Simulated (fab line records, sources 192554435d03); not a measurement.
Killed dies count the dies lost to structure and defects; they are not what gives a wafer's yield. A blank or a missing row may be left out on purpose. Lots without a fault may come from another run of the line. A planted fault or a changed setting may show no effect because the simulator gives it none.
Matching of chambers ; flow n5-finfet ; ald-sin-01 running N5_GATE_CUT_SAC_CAP_01: 4 sister chambers
The step material SiNx, target thk 24 nm, pulse time 1 s, ald cycles 480. 14 wafers are shown with their chamber, then 7 later ones without.

WAFERS WITH THEIR CHAMBER
wafer;chamber;heater-power-w (W);precursor-pulse-height-rel
L075.3;0;923;1.017
L075.5;0;950;1.047
L075.6;1;886;0.980
L080.2;0;940;1.002
L080.4;3;728;0.978
L080.6;0;948;0.981
L084.2;0;953;0.993
L084.4;2;655;1.007
L084.6;3;748;1.007
L091.2;0;941;0.963
L091.3;2;673;0.982
L091.6;1;897;1.021
L093.1;0;921;1.012
L093.2;3;740;1.025

SIGNATURES (means of the wafers above)
reading;chamber 0;chamber 1;chamber 2;chamber 3;scatter within a chamber
heater-power-w;939.43;891.50;664.00;738.67;11.9
precursor-pulse-height-rel;1.00214;1.00050;0.99450;1.00333;0.0258
Rule: a wafer's distance from a chamber is the root of the sum, over the readings, of the square of ((its reading less the chamber's mean) divided by the reading's scatter). The wafer belongs to the nearest chamber; if the next one is less than 2 further off, it can't be placed. The scatter: take each reading less its chamber's mean, square it, sum over the shown wafers, divide by the number of wafers less the number of chambers, and take the root.

WAFERS WITHOUT THEIR CHAMBER
wafer;heater-power-w (W);precursor-pulse-height-rel
L093.5;729;0.989
L094.1;670;1.002
L094.5;653;0.974
L094.6;735;1.031
L096.1;964;0.982
L096.3;676;0.983
L096.4;743;0.976

EACH ONE'S CHAMBER
wafer;from the rows above;in truth
L093.5;3;3
L094.1;2;2
L094.5;2;2
L094.6;3;3
L096.1;0;0
L096.3;2;2
L096.4;3;3
Correct placement for 7 of the 7. Can't be placed from these rows: 0. Number placed wrongly: 0.
